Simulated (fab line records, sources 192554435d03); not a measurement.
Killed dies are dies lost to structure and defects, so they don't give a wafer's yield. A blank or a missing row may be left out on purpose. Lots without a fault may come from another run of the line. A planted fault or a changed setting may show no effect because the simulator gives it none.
Chamber matching | flow n5_finfet | N5_BEOL_M10_STRIP_67 on rie_diel-06: 4 sister chambers
The step strips in CF4. 4 wafers are shown with their chamber, then 8 later ones without.

WAFERS WITH THEIR CHAMBER
wafer  | chamber | showerhead_plenum_p_Torr (Torr)
L084.1 | 3       | 1.83
L091.3 | 0       | 1.89
L091.4 | 1       | 1.74
L089.2 | 2       | 1.88

WAFERS WITHOUT THEIR CHAMBER
wafer  | showerhead_plenum_p_Torr (Torr)
L089.4 | 1.82
L089.5 | 1.88
L093.1 | 1.82
L093.2 | 1.88
L093.4 | 1.74
L096.3 | 1.87
L096.5 | 1.74
L096.6 | 1.82

WHICH CHAMBER EACH WENT THROUGH
wafer  | from the rows above     | in truth
L089.4 | 3                       | 3
L089.5 | can't be placed: 2 or 0 | 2
L093.1 | 3                       | 3
L093.2 | can't be placed: 2 or 0 | 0
L093.4 | 1                       | 1
L096.3 | can't be placed: 2 or 0 | 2
L096.5 | 1                       | 1
L096.6 | 3                       | 3
Placed correctly: 5 of 8. Can't be placed from these rows: 3 (the true chamber is among the candidates in 3). Placed wrongly: 0.
How it was worked out, from the rows above alone: a wafer's distance from a chamber is the root of the sum, over the readings, of the square of ((its reading less the chamber's mean) divided by the reading's scatter). The wafer belongs to the nearest chamber; if the next one is less than 2 further off, it can't be placed. A chamber's mean is the mean of its shown wafers. The scatter: with one shown wafer a chamber, the root of the mean of the squares of how far each hidden wafer lies from its nearest shown one.
